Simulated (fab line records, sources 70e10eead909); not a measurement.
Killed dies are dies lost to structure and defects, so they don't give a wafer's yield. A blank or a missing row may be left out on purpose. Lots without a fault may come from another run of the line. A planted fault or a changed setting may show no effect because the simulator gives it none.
Chamber matching | flow nand_harc | NHARC_A_STAIRCASE_ALD_420 on ald_hk-04: 4 sister chambers
The step deposits SiO2, target thk 20 nm, pulse time 6 s, ald cycles 200. 16 wafers are shown with their chamber, then 8 later ones without.

WAFERS WITH THEIR CHAMBER
wafer  | chamber | heater_power_w (W) | precursor_pulse_height_rel
L076.1 | 0       | 487                | 0.995
L076.4 | 3       | 413                | 0.998
L076.6 | 0       | 490                | 0.998
L078.1 | 2       | 502                | 1.003
L078.2 | 0       | 495                | 0.988
L078.3 | 1       | 419                | 1.026
L077.1 | 1       | 438                | 0.983
L077.2 | 3       | 414                | 1.018
L077.6 | 3       | 419                | 0.995
L081.1 | 1       | 409                | 1.028
L081.2 | 3       | 417                | 0.992
L081.6 | 1       | 426                | 1.009
L083.1 | 1       | 422                | 1.005
L083.3 | 2       | 503                | 0.986
L083.5 | 2       | 494                | 1.022
L086.1 | 0       | 466                | 0.976

SIGNATURES (means of the wafers above)
reading                    | chamber 0 | chamber 1 | chamber 2 | chamber 3 | scatter within a chamber
heater_power_w             | 484.50    | 422.80    | 499.67    | 415.75    | 9.16
precursor_pulse_height_rel | 0.98925   | 1.01020   | 1.00367   | 1.00075   | 0.015
Rule: a wafer's distance from a chamber is the root of the sum, over the readings, of the square of ((its reading less the chamber's mean) divided by the reading's scatter). The wafer belongs to the nearest chamber; if the next one is less than 2 further off, it can't be placed. The scatter: the root of (the sum of the squares of (reading less its chamber's mean) over the shown wafers, divided by (wafers less chambers)).

WAFERS WITHOUT THEIR CHAMBER
wafer  | heater_power_w (W) | precursor_pulse_height_rel
L086.2 | 435                | 1.002
L086.4 | 423                | 1.026
L091.1 | 432                | 1.012
L091.2 | 478                | 0.994
L091.3 | 414                | 1.021
L095.1 | 420                | 0.994
L095.2 | 384                | 0.999
L095.3 | 531                | 1.026

WHICH CHAMBER EACH WENT THROUGH
wafer  | from the rows above     | in truth
L086.2 | can't be placed: 1 or 3 | 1
L086.4 | can't be placed: 1 or 3 | 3
L091.1 | can't be placed: 1 or 3 | 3
L091.2 | can't be placed: 0 or 2 | 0
L091.3 | can't be placed: 1 or 3 | 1
L095.1 | can't be placed: 3 or 1 | 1
L095.2 | can't be placed: 3 or 1 | 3
L095.3 | can't be placed: 2 or 0 | 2
Placed correctly: 0 of 8. Can't be placed from these rows: 8 (the true chamber is among the candidates in 8). Placed wrongly: 0.
